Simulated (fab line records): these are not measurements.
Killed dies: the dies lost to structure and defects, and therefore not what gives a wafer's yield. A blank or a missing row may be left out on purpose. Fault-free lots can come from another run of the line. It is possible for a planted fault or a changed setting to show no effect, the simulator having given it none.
Chamber matching / flow n5-finfet / ald-sin-02 running N5_FIN_SAQP_SPACER1_ALD_24: 4 sister chambers
The step deposits SiO2, target thk 20.3 nm, pulse time 1 s, purge time 2 s. 7 wafers are shown with their chamber, then 7 later ones without.

## WAFERS WITH THEIR CHAMBER
wafer=L086.2; chamber=3; heater-power-w (W)=506; precursor-pulse-height-rel=1.004
wafer=L086.3; chamber=0; heater-power-w (W)=515; precursor-pulse-height-rel=0.978
wafer=L088.2; chamber=3; heater-power-w (W)=495; precursor-pulse-height-rel=0.983
wafer=L088.3; chamber=0; heater-power-w (W)=527; precursor-pulse-height-rel=1.016
wafer=L088.5; chamber=1; heater-power-w (W)=528; precursor-pulse-height-rel=1.005
wafer=L089.1; chamber=1; heater-power-w (W)=544; precursor-pulse-height-rel=1.004
wafer=L089.2; chamber=2; heater-power-w (W)=529; precursor-pulse-height-rel=0.963

## WAFERS WHOSE CHAMBER IS MISSING
wafer=L089.5; heater-power-w (W)=518; precursor-pulse-height-rel=0.975
wafer=L093.1; heater-power-w (W)=518; precursor-pulse-height-rel=1.015
wafer=L093.3; heater-power-w (W)=537; precursor-pulse-height-rel=1.036
wafer=L093.6; heater-power-w (W)=519; precursor-pulse-height-rel=1.003
wafer=L096.3; heater-power-w (W)=504; precursor-pulse-height-rel=1.022
wafer=L096.4; heater-power-w (W)=534; precursor-pulse-height-rel=1.014
wafer=L096.5; heater-power-w (W)=550; precursor-pulse-height-rel=1.007

## THE CHAMBER EACH PASSED THROUGH
wafer=L089.5; from the rows above=can't be placed: 0 or 2 or 3 or 1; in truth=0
wafer=L093.1; from the rows above=can't be placed: 0 or 1 or 3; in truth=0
wafer=L093.3; from the rows above=can't be placed: 1 or 0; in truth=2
wafer=L093.6; from the rows above=can't be placed: 0 or 1 or 3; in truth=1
wafer=L096.3; from the rows above=can't be placed: 3 or 0 or 1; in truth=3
wafer=L096.4; from the rows above=can't be placed: 1 or 0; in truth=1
wafer=L096.5; from the rows above=can't be placed: 1 or 0 or 2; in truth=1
Placed correctly: 0 of 7. Cannot be placed on the basis of these rows: 7; the candidates contain the true chamber in 6. Placed wrongly: 0.
How it was worked out, from the rows above alone: a wafer's distance from a chamber is the root of the sum, over the readings, of the square of ((its reading less the chamber's mean) divided by the reading's scatter). The wafer belongs to the nearest chamber; if the next one is less than 2 further off, it can't be placed. Each chamber's mean is taken over the wafers shown for it. The scatter: take each reading less its chamber's mean, square it, sum over the shown wafers, divide by the number of wafers less the number of chambers, and take the root.
